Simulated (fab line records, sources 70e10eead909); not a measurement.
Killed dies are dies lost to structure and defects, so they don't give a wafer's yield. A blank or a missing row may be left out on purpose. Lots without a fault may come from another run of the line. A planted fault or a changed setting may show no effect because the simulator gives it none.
A struck lot beside a sound one | flow nand_harc | 13 steps out of a route of 1159
Sound: wafers L140.2, L140.4, L140.6. Struck: wafers L133.2, L133.4, L133.5. The cause comes at the end.
At each step with rows: each side's tool, then ch and its chambers, then its first start. Under that, the readings that differ: sound wafers | struck wafers | difference of the means | sigmas: that difference in standard deviations of wafers without a fault.
alike: readings whose means differ by less than 2 such deviations, and words and numbers that are the same on both sides. not compared: withheld readings, readings that some wafer has no value for, bounds like >300 that may hide the same value, and numbers for which the record gives no deviation and whose values overlap.
The two part at a step that has a row with sigmas, a row that says differs or no value, or rows on one side only. Numbers that don't overlap but have no deviation are shown without sigmas and don't part them. A reading that every wafer of one side lacks parts them only if that side has two wafers or more.

first, 1 step without rows for these wafers: NHARC_THIN_TSV_SRD_23.
NHARC_THIN_TSV_DEGAS_53: time 60 s.
  sound on pvd_sputter-02, day 23 06:25; struck on pvd_sputter-03, day 21 15:52
  reading              | sound | struck               | difference                   | sigmas
  susceptor_temp_C (C) | - - - | 299.99 300.13 299.88 | no value on the sound wafers |
  alike: heater_power_w
NHARC_THIN_TSV_PRE_CLEAN_54: time 30 s.
  sound on pvd_sputter-02, day 23 06:29; struck on pvd_sputter-03, day 21 15:56
  reading              | sound                | struck | difference                    | sigmas
  susceptor_temp_C (C) | 280.11 280.52 280.41 | - - -  | no value on the struck wafers |
  alike: heater_power_w
then, 8 steps without rows for these wafers: NHARC_THIN_TSV_PVD_55 (deposits TiN, target thk 50 nm); NHARC_THIN_TSV_PVD_24 (deposits Al, target thk 800 nm); NHARC_THIN_TSV_DEHYDRATE_25 (time 120 s); NHARC_THIN_TSV_HMDS_26 (time 30 s); NHARC_THIN_TSV_COAT_27; NHARC_THIN_TSV_SOFTBAKE_28 (time 95 s); NHARC_THIN_TSV_EBR_29; NHARC_THIN_TSV_EXPOSE_30 (exposes mask PAD).
NHARC_THIN_TSV_PEB_31: peb time 85 s.
  sound on litho_track-02 ch 0, day 23 07:20; struck on litho_track-02, day 21 16:54
  no value came back on the struck wafers for chill_plate_temp_C (C), exhaust_pa (Pa), heater_power_total_W (W); on the sound wafers chill_plate_temp_C (C) reads 23.06 23.02 22.78
then, 1 step without rows for these wafers: NHARC_THIN_TSV_DEVELOP_32 (time 70 s).

WHERE THEY PART
First at NHARC_THIN_TSV_DEGAS_53; last, within this record, at NHARC_THIN_TSV_PEB_31.

WHY: what the simulator had put in
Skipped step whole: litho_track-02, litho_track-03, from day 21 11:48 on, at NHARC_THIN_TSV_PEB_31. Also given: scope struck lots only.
